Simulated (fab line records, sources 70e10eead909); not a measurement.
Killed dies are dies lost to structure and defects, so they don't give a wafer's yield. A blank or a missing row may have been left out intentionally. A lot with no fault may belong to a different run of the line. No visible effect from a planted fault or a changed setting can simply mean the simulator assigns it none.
fab line records	flow nandHarc
record: lots: 13	wafers: 37	lastDay: 26
route steps=1159 shown A_STAIRCASE@733 A_SGD_CUT@764 END@1159
lots untouched by any fault: they come from a run of this same line in which no faults occurred
startH: start of the lot's first displayed wafer, in hours after the record's first day	waitH: time in hours since the lot's previous step	" the same as in the row above	L1.1+2: a single row standing in for several wafers	- no value present, or no start provided	* or withheld: withheld	< > ~ a bound
route shown NAME@n: NAME is a module with steps in the file, n the number in the route of the first one	usual: mean/standard deviation taken from wafers without a fault	same: alike in all rows	chamber/n: place in a boat	sites: per-site readings	_std_site: the values' standard deviation	_edge_site: mean of outer sites minus mean of inner sites	radiusMm: for every site, how far away it sits from the centre of the wafer	mask NAME#n: copy n	behind: the most recent tool/chamber to have shaped the wafer	hold: why the lot went on hold/how many hours it stayed there/how the hold came to an end	device: which transistor (n, p or np) failed to switch	end of line: the route-end tests of the same wafers	for a step that has no rows: nothing shown but its recipe	killed: not the wafer's yield, but the dies lost to structure and defects at the first sort	map: dies across one wafer; x = killed, . = not, _ = none there
set.NAME: setting as actually run; set.NAME@STEP: the setting as run at that earlier step	model.NAME: the simulator's own value behind a step, which no gauge read
steps of the route over a sample of lots; a table a step, a row a wafer
services: from which hour (startH, from the record's first day; less than 0 if before it) a tool's chamber was out of use, for how many hours, and why
== steps ==
step: NHARC_A_STAIRCASE_CMP_450
recipe: targetThkNm: 200	material: SiO2
usual: motorCurrentA: 11.8/1	slurryFilterDpKPa: 13.51/0.12
lot.wafer	tool	chamber	startH	waitH	motorCurrentA	slurryFilterDpKPa
L757.1	cmp-03	0	308.15	-	12.8	13.42
L757.3	"	2	"	"	14.5	13.61
L757.6	"	0	"	"	11.9	13.48
L759.3	cmp-02	1	312.38	-	12.0	13.45
L759.1	"	0	"	"	11.0	13.54
L759.6	"	2	"	"	10.4	13.43
L761.1	cmp-03	2	324.86	-	14.5	13.53
L761.3	"	3	"	"	10.5	13.56
L761.5	"	1	"	"	11.4	13.37
L760.3	cmp-04	2	326.07	-	12.6	13.52
L760.6	"	3	"	"	10.6	13.50
L760.5	"	0	"	"	11.8	13.58
L762.2	cmp-04	0	329.85	-	11.8	13.51
L762.4	"	1	"	"	12.7	13.52
L762.3	"	2	"	"	13.1	13.37
L765.3	cmp-02	1	354.32	-	12.0	13.50
L765.5	"	1	"	"	11.9	13.43
L765.6	"	2	"	"	10.8	13.72
L763.4	cmp-03	0	361.73	-	12.0	13.51
L763.1	"	1	"	"	11.4	13.27
L763.5	"	1	"	"	11.0	13.74
L769.3	cmp-04	1	379.81	-	13.0	13.34
L769.2	"	0	"	"	12.0	13.59
L771.2	cmp-02	3	392.97	-	11.2	13.57
L771.1	"	1	"	"	12.2	13.53
L773.1	cmp-03	2	400.94	-	13.9	13.44
L773.3	"	3	"	"	11.5	13.68
L773.6	"	2	"	"	13.7	13.38
L774.4	cmp-03	3	401.18	-	10.8	13.66
L774.3	"	1	"	"	11.0	13.33
L774.5	"	3	"	"	11.0	13.62
L777.1	cmp-02	0	419.72	-	11.3	13.54
L777.4	"	2	"	"	10.8	13.55
L777.6	"	3	"	"	11.4	13.50
L775.2	cmp-03	1	430.46	-	11.5	13.60
L775.3	"	2	"	"	13.9	13.32
L775.5	"	1	"	"	11.1	13.44
step: NHARC_A_STAIRCASE_CMP_152
usual: motorCurrentA: 11.8/1.1	slurryFilterDpKPa: 13.48/0.14
lot.wafer	tool	chamber	startH	waitH	motorCurrentA	slurryFilterDpKPa
L757.1	cmp-03	0	308.22	0.1	13.0	13.55
L757.3	"	2	"	"	13.8	13.56
L757.6	"	0	"	"	11.9	13.49
L759.3	cmp-02	1	312.45	0.1	11.9	13.40
L759.1	"	0	"	"	11.8	13.39
L759.6	"	2	"	"	10.6	13.41
L761.1	cmp-03	2	324.93	0.1	14.1	13.58
L761.3	"	3	"	"	11.1	13.49
L761.5	"	1	"	"	10.6	13.64
L760.3	cmp-04	2	326.14	0.1	14.3	13.53
L760.6	"	3	"	"	11.1	13.66
L760.5	"	0	"	"	12.3	13.28
L762.2	cmp-04	0	329.93	0.1	12.3	13.61
L762.4	"	1	"	"	12.7	13.52
L762.3	"	2	"	"	13.5	13.21
L765.3	cmp-02	1	354.39	0.1	11.9	13.57
L765.5	"	1	"	"	11.8	13.25
L765.6	"	2	"	"	10.5	13.66
L763.4	cmp-03	0	361.81	0.1	12.7	13.51
L763.1	"	1	"	"	11.8	13.39
L763.5	"	1	"	"	11.1	13.43
L769.3	cmp-04	1	379.89	0.1	13.0	13.63
L769.2	"	0	"	"	11.6	13.41
L771.2	cmp-02	3	393.05	0.1	11.0	13.47
L771.1	"	1	"	"	11.9	13.40
L773.1	cmp-03	2	401.02	0.1	13.6	13.42
L773.3	"	3	"	"	11.7	13.47
L773.6	"	2	"	"	14.9	13.48
L774.4	cmp-03	3	401.25	0.1	10.9	13.49
L774.3	"	1	"	"	10.9	13.28
L774.5	"	3	"	"	10.8	13.08
L777.1	cmp-02	0	419.80	0.1	10.9	13.56
L777.4	"	2	"	"	10.6	13.31
L777.6	"	3	"	"	10.4	13.59
L775.2	cmp-03	1	430.54	0.1	10.7	13.50
L775.3	"	2	"	"	14.4	13.66
L775.5	"	1	"	"	11.3	13.45
step: NHARC_A_SGD_CUT_ETCH_15
recipe: targetDepthA: 750	timeS: 64.3	ch3fFlowSccm: 50	o2FlowSccm: 30	arFlowSccm: 200	rfW: 500	biasW: 100	chemistry: CH3F/O2
usual: chamberPressureMTorr: 25.001/0.021	drypumpMotorCurrentA: 5.6/0.4	mfcArSccm: 199.9/0.62	o2FlowSccm: 30.00/0.097	oesProductAu: 0.961/0.018	rfVppV: 263.6/1.9	runLengthS: 85.8/0.45	showerheadPlenumPTorr: 2.45/0.11	throttleValvePct: 20.663/0.009
lot.wafer	tool	chamber	startH	waitH	chamberPressureMTorr	drypumpMotorCurrentA	mfcArSccm	o2FlowSccm	oesProductAu	rfHoursCounterH	rfVppV	runLengthS	showerheadPlenumPTorr	throttleValvePct
L757.3	rieDiel-08	3	-	-	24.981	5.4	199.1	29.96	0.945	0	261.0	86.2	2.30	20.669
L757.1	"	2	"	"	25.003	6.1	199.6	30.00	0.965	0	264.2	85.4	2.44	20.663
L757.6	"	3	"	"	24.964	5.4	199.1	30.10	0.948	-	261.4	86.1	2.30	20.670
L759.1	rieDiel-04	2	-	-	25.013	5.3	199.9	29.85	0.960	2	265.8	85.9	2.59	20.659
L759.3	"	3	"	"	25.019	6.5	199.4	29.79	0.958	2	263.9	85.6	2.51	20.666
L759.6	"	2	"	"	25.022	5.3	200.8	29.87	0.952	-	265.9	85.5	2.59	20.637
L761.1	rieDiel-04	1	-	-	24.996	5.0	200.1	29.99	0.994	3	263.2	85.8	2.41	20.678
L761.3	"	3	"	"	25.004	6.5	199.5	29.96	0.959	3	264.5	86.4	2.51	20.647
L761.5	"	2	"	"	25.009	5.3	200.9	29.80	0.968	-	264.7	85.9	2.59	20.663
L760.3	rieDiel-01	3	329.63	0.3	25.029	5.8	200.0	30.13	0.961	-	261.3	86.7	2.38	20.671
L760.5	"	3	"	"	25.041	5.8	199.5	30.14	0.967	-	262.9	86.3	2.38	20.656
L760.6	"	2	"	"	24.993	5.7	199.5	30.10	0.961	-	265.9	85.1	2.62	20.655
L762.3	rieDiel-08	3	-	-	24.998	5.4	199.5	30.07	0.942	2	260.5	86.5	2.30	20.656
L762.2	"	1	"	"	24.998	5.8	199.6	29.92	0.959	2	266.5	85.4	2.62	20.668
L762.4	"	3	"	"	25.004	5.4	199.0	30.08	0.938	-	261.9	86.7	2.30	20.657
L765.3	rieDiel-01	1	-	-	24.987	5.2	199.6	29.92	0.959	4	262.1	85.6	2.36	20.672
L765.6	"	1	"	"	24.985	5.2	200.6	29.98	0.955	-	262.4	85.5	2.36	20.670
L765.5	"	2	"	"	25.011	5.7	199.1	30.23	0.964	-	266.3	85.7	2.62	20.653
L763.1	rieDiel-01	3	-	-	25.001	5.8	199.2	30.08	0.975	6	264.2	86.3	2.37	20.676
L763.4	"	0	"	"	25.048	4.9	199.7	30.02	0.977	5	263.0	85.7	2.46	20.651
L763.5	"	3	"	"	25.002	5.8	200.4	30.13	0.978	-	260.4	86.9	2.37	20.666
L769.3	rieDiel-08	2	-	-	24.968	6.0	200.5	29.95	0.954	5	264.8	85.6	2.44	20.667
L769.2	"	3	"	"	25.017	5.4	199.1	29.91	0.967	6	261.0	86.2	2.30	20.656
L771.1	rieDiel-08	0	-	-	24.984	5.9	200.3	30.05	0.956	4	263.1	86.1	2.37	20.650
L771.2	"	2	"	"	25.034	6.0	200.0	29.97	0.966	6	263.2	85.4	2.44	20.660
L773.1	rieDiel-01	0	-	-	24.965	4.9	199.6	30.06	0.971	10	264.0	85.5	2.46	20.658
L773.3	"	1	"	"	25.001	5.2	200.2	29.90	0.970	11	263.1	85.5	2.35	20.673
L773.6	"	1	"	"	24.997	5.2	200.2	29.94	0.962	-	262.6	85.7	2.35	20.660
L774.4	rieDiel-01	2	-	-	24.997	5.7	199.9	29.98	0.948	10	267.0	85.1	2.62	20.657
L774.3	"	1	"	"	25.004	5.2	201.1	30.12	0.941	11	261.5	85.5	2.35	20.668
L774.5	"	2	"	"	24.984	5.7	200.3	29.88	0.953	-	264.5	85.4	2.62	20.655
L777.4	rieDiel-04	3	-	-	24.976	6.6	199.3	29.98	0.960	13	263.9	85.9	2.50	20.652
L777.1	"	0	"	"	24.974	5.3	199.0	30.08	0.956	14	262.9	85.8	2.35	20.661
L777.6	"	2	"	"	24.979	5.3	200.8	30.04	0.982	-	265.6	85.4	2.58	20.665
L775.2	rieDiel-01	2	-	-	24.976	5.7	199.3	29.90	0.953	14	264.6	85.1	2.62	20.659
L775.3	"	3	"	"	24.987	5.8	200.5	29.99	0.988	14	262.4	86.5	2.37	20.666
L775.5	"	2	"	"	24.988	5.7	199.2	30.04	0.967	-	266.8	85.1	2.62	20.671
step: NHARC_A_SGD_CUT_ETCH_16
recipe: targetDepthA: 3105	timeS: 155.2	c4f8FlowSccm: withheld	o2FlowSccm: 8	arFlowSccm: withheld	rfW: 600	biasW: 800	chemistry: C4F8/O2/Ar
usual: chamberPressureMTorr: 24.998/0.024	oesProductAu: 0.971/0.016	rfVppV: 723/4.5	runLengthS: 176.7/0.44
lot.wafer	tool	chamber	startH	waitH	chamberPressureMTorr	oesProductAu	rfHoursCounterH	rfVppV	runLengthS
L757.3	rieDiel-08	2	313.44	-	25.021	0.974	0	722	176.1
L757.1	"	3	"	"	24.983	0.965	0	717	177.4
L757.6	"	1	"	"	24.962	0.986	-	729	176.5
L759.3	rieDiel-04	1	315.76	-	25.021	1.003	2	721	177.0
L759.1	"	3	"	"	24.958	0.974	2	726	177.0
L759.6	"	1	"	"	25.008	1.009	-	721	176.8
L761.3	rieDiel-04	0	328.20	-	25.004	0.969	4	719	176.3
L761.1	"	2	"	"	24.991	0.987	3	727	176.9
L761.5	"	0	"	"	24.992	0.976	-	719	176.4
L760.3	rieDiel-01	3	329.78	0.1	25.019	0.982	-	719	177.6
L760.6	"	3	"	"	25.016	0.982	-	722	177.5
L760.5	"	2	"	"	24.986	0.974	-	730	176.0
L762.2	rieDiel-08	2	333.33	-	24.986	0.966	2	723	176.2
L762.3	"	3	"	"	25.025	0.957	2	716	177.0
L762.4	"	1	"	"	24.993	0.978	-	731	176.2
L765.3	rieDiel-01	2	357.75	-	25.015	0.975	4	729	176.7
L765.5	"	1	"	"	25.018	0.974	-	719	176.4
L765.6	"	2	"	"	25.010	0.977	-	729	176.0
L763.4	rieDiel-01	3	365.15	-	24.957	0.979	6	721	177.2
L763.1	"	2	"	"	24.960	0.984	6	730	176.0
L763.5	"	0	"	"	25.012	0.986	-	723	176.4
L769.3	rieDiel-08	0	383.25	-	24.978	0.988	4	720	191.3
L769.2	"	1	"	"	24.978	0.984	6	729	176.6
L771.1	rieDiel-08	0	397.20	-	24.987	0.969	5	720	191.2
L771.2	"	3	"	"	24.997	0.963	7	717	177.3
L773.1	rieDiel-01	1	404.44	-	24.964	0.976	11	717	176.5
L773.3	"	3	"	"	24.983	0.971	10	720	177.2
L773.6	"	1	"	"	24.990	0.984	-	719	176.4
L774.4	rieDiel-01	3	404.92	-	25.006	0.975	11	719	177.1
L774.3	"	0	"	"	24.953	0.952	11	724	176.1
L774.5	"	0	"	"	25.000	0.959	-	723	176.8
L777.1	rieDiel-04	2	424.97	-	25.003	0.991	13	729	176.8
L777.4	"	3	"	"	24.989	0.951	13	725	176.7
L777.6	"	1	"	"	24.981	0.998	-	722	177.2
L775.3	rieDiel-01	3	433.86	-	25.058	0.976	14	720	177.7
L775.2	"	0	"	"	25.017	0.997	14	724	176.7
L775.5	"	3	"	"	24.971	0.976	-	718	177.3
step: NHARC_END_SORT_01
recipe: tempC: 25
usual: killedAtArray: 27/12	killedAtOther: 0.9/1.1	killedAtPeriphery: 3.2/2.4	killedDies: 31/12	killedOpen: 3.3/1.7	killedShort: 2.0/1.6
same: grossDies: 677
lot.wafer	tool	chamber	startH	waitH	killedAtArray	killedAtOther	killedAtPeriphery	killedDies	killedOpen	killedShort
L769.2	prober-02	0	587.67	2.8	21	0	5	26	6	2
L769.3	prober-02	0	588.47	3.1	509	0	3	512	5	0
killed by level:class
L769.2 A_CHANNEL_HOLE_D1:chamberFilmFlake=5 A_CONTACT:chamberFilmFlake=5 A_STAIRCASE:chamberFilmFlake=4 A_CONTACT:geometricParticle:open=3 P_M0:chamberFilmFlake=2 P_CONTACT:geometricParticle:open=1 A_ONON_D1:geometricParticle:short=1 A_ONON_D1:geometricParticle:open=1
L769.3 A_SGD_CUT:areaEtch=494 A_CONTACT:chamberFilmFlake=5 A_CHANNEL_HOLE_D1:chamberFilmFlake=3 A_WL_FILL:geometricParticle:open=2 A_STAIRCASE:chamberFilmFlake=2 P_M1:geometricParticle:open=1 A_CONTACT:geometricParticle:open=1 A_BLC:geometricParticle:open=1
== services ==
tool	chamber	startH	hours	kind
cmp-04	-	286.32	0.5	repair
cmp-03	-	286.97	0.2	repair
rieDiel-04	-	288.90	9.0	pm
cmp-04	-	301.07	4.0	pm
rieDiel-08	-	301.80	9.0	pm
rieDiel-01	-	314.80	9.0	pm
cmp-04	-	315.63	2.6	repair
cmp-02	-	324.50	4.0	pm
rieDiel-01	0	324.94	6.4	repair
rieDiel-01	1	327.34	3.5	repair
rieDiel-08	0	331.78	9.1	repair
cmp-03	-	352.12	4.0	pm
cmp-04	-	352.14	5.0	repair
rieDiel-08	0	359.31	13.6	repair
rieDiel-04	1	362.13	7.4	repair
rieDiel-01	3	369.76	5.5	repair
rieDiel-01	2	372.73	8.3	repair
cmp-03	-	372.88	0.6	repair
cmp-03	-	381.91	1.6	repair
cmp-04	-	389.61	1.4	repair
cmp-02	-	394.32	3.2	repair
cmp-03	-	395.64	0.3	repair
cmp-04	-	399.07	4.0	pm
cmp-02	-	422.50	4.0	pm
== key ==
firstSign: step: NHARC_A_SGD_CUT_ETCH_16	reading: runLengthS	direction: up	sigmas: 33	usual: *	struck: *
effect: step: NHARC_END_SORT_01	reading: killedAtArray	direction: up	sigmas: 42	usual: 27	struck: 509
moreKillsBornAt: NHARC_A_SGD_CUT_ETCH_16@rieDiel-08: 494
metAt NHARC_A_SGD_CUT_ETCH_16
struckLots L769,L771
struckWafers L769.3,L771.1
laterRowsLeftOut L769.3,L771.1
sortLeftOut L771.1
testerLeftOut L769,L771
notActingAt NHARC_A_STAIRCASE_CMP_450,NHARC_A_STAIRCASE_CMP_152,NHARC_A_SGD_CUT_ETCH_15
onsetBetween 333.33 383.25
fault: kind: processParameterDrift	tool: rieDiel-08	chamber: -	onsetH: 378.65	steps: NHARC_A_SGD_CUT_ETCH_16	channel: timeS	offset: *	shape: step	endH: 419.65	scope: struckWafersOnly	actsIn: *	stated: *
testerLeftOut: of these lots the tester's yield and bins aren't shown, on N5 and GAA mostly nor the transistor test; their killed dies are dies lost to structure and defects alone, not to doping, threshold or leakage, so they don't give the yield
sortLeftOut: the simulated sort isn't trusted on such a fault, so these wafers' sort isn't shown, and their yield isn't known
laterRowsLeftOut: the simulator's readings of these wafers behind a module that went badly wrong aren't trusted and aren't shown, but for the sort
